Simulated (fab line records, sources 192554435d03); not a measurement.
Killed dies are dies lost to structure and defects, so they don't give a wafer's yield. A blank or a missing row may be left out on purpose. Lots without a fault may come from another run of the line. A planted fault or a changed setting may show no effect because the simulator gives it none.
A struck lot beside a sound one | flow n5_finfet | 19 steps out of a route of 1938
Sound: wafers L643.2, L643.3, L643.4. Struck: wafer L655.5. (L655.2 of the same lot was not struck and is left out.) The cause comes at the end.
At each step with rows: each side's tool, then ch and its chambers, then its first start. Under that, the readings that differ: sound wafers | struck wafers | difference of the means | sigmas: that difference in standard deviations of wafers without a fault.
alike: readings whose means differ by less than 2 such deviations, and words and numbers that are the same on both sides. not compared: withheld readings, readings that some wafer has no value for, bounds like >300 that may hide the same value, and numbers for which the record gives no deviation and whose values overlap.
The two part at a step that has a row with sigmas, a row that says differs or no value, or rows on one side only. Numbers that don't overlap but have no deviation are shown without sigmas and don't part them. A reading that every wafer of one side lacks parts them only if that side has two wafers or more.

first, 1 step without rows for these wafers: N5_BEOL_M13_ETCH_67 (etches SiARC in CF4, target depth 143 nm, time 238.3 s).
N5_BEOL_M13_ETCH_68: etches SOC in N2/H2, time 355 s.
  sound on rie_diel-04 ch 1,2, day 13 08:18; struck on rie_diel-04 ch 3, day 16 03:53
  alike: drypump_motor_current_A, h2_flow_sccm, n2_flow_sccm, oes_product_au, rf_vpp_V, showerhead_plenum_p_Torr, throttle_valve_pct
  not compared: rf_hours_counter_h
then, 3 steps without rows for these wafers: N5_BEOL_M13_STRIP_69 (strips in N2/H2); N5_BEOL_M13_TRENCH_ETCH_34 (etches SiOC in C4F8/O2/Ar, target depth 413.47 nm, time 162.6 s); N5_BEOL_M13_STRIP_70 (strips in C4F8/O2/Ar).
N5_BEOL_M13_OCD_MEAS_35:
  sound on ocd-02, day 13 08:42; struck on ocd-02, day 16 04:17
  alike: trench_depth_nm
N5_BEOL_M13_STRIP_37: strips in N2/H2.
  sound on plasma_asher-01 ch 0,1, day 13 08:44; struck on plasma_asher-02 ch 0, day 16 04:19
  reading                     | sound          | struck | difference | sigmas
  drypump_motor_current_A (A) | 5.25 5.59 5.28 | 5.74   | +0.37      | +2
  alike: h2_flow_sccm, heater_power_w, n2_flow_sccm, oes_product_au
  not compared: rf_hours_counter_h
N5_BEOL_M13_ETCH_38: etches SiCN in CF4/N2, target depth 67.5 nm, time 71.9 s.
  sound on rie_diel-03 ch 1,2,3, day 13 11:40; struck on rie_diel-01 ch 3, day 16 07:17
  alike: drypump_motor_current_A, n2_flow_sccm, oes_product_au, rf_vpp_V, showerhead_plenum_p_Torr, throttle_valve_pct
  not compared: rf_hours_counter_h
then, 3 steps without rows for these wafers: N5_BEOL_M13_PRECLEAN_39 (cleans in residue remover, time 60 s); N5_BEOL_M13_SRD_40 (time 30 s, dry time 30 s); N5_BEOL_M13_DEGAS_41 (time 60 s).
N5_BEOL_M13_PRE_CLEAN_42: time 30 s.
  sound on pvd_sputter-03, day 13 12:04; struck on pvd_sputter-03, day 16 08:10
  alike: heater_power_w
N5_BEOL_M13_SPUTTER_43: material TaN, target thk 15 nm, time 24.19 s.
  sound on pvd_sputter-03, day 13 12:07; struck on pvd_sputter-03, day 16 08:13
  reading                                      | sound          | struck | difference | sigmas
  model.TaN_of_BEOL_M13_SPUTTER_43.thk_nm (nm) | 15.2 15.4 15.2 | 16.2   | +0.9       |
  alike: throttle_valve_pct
N5_BEOL_M13_SPUTTER_44: material Ta, target thk 10 nm, time 16.13 s.
  sound on pvd_sputter-03, day 13 12:11; struck on pvd_sputter-03, day 16 08:17
  alike: throttle_valve_pct
then, 3 steps without rows for these wafers: N5_BEOL_M13_SPUTTER_45 (material Cu, target thk 80 nm, time 13.33 s); N5_BEOL_M13_ECD_47 (material Cu, target thk 936 nm); N5_BEOL_M13_ANNEAL_48 (time 90 s).
N5_BEOL_M13_CMP_49: polishes, stops on SiOC, t overpolish 17.1 s, target thk 420 nm.
  sound on cmp-01 ch 0,1,3, day 13 12:55; struck on cmp-04 ch 3, day 16 09:08
  reading                      | sound          | struck | difference | sigmas
  barrier_field_endpoint_s (s) | 30.0 30.5 30.1 | 32.6   | +2.4       | +4
  alike: motor_current_A
N5_BEOL_M13_THK_MEAS_50: measures by xrf.
  sound on film_metro-01, day 13 13:13; struck on film_metro-01, day 16 09:23
  alike: M13_THK

WHERE THEY PART
First at N5_BEOL_M13_STRIP_37; last, within this record, at N5_BEOL_M13_CMP_49. Later steps at which nothing parts them and some readings are alike: N5_BEOL_M13_THK_MEAS_50.

WHY: what the simulator had put in
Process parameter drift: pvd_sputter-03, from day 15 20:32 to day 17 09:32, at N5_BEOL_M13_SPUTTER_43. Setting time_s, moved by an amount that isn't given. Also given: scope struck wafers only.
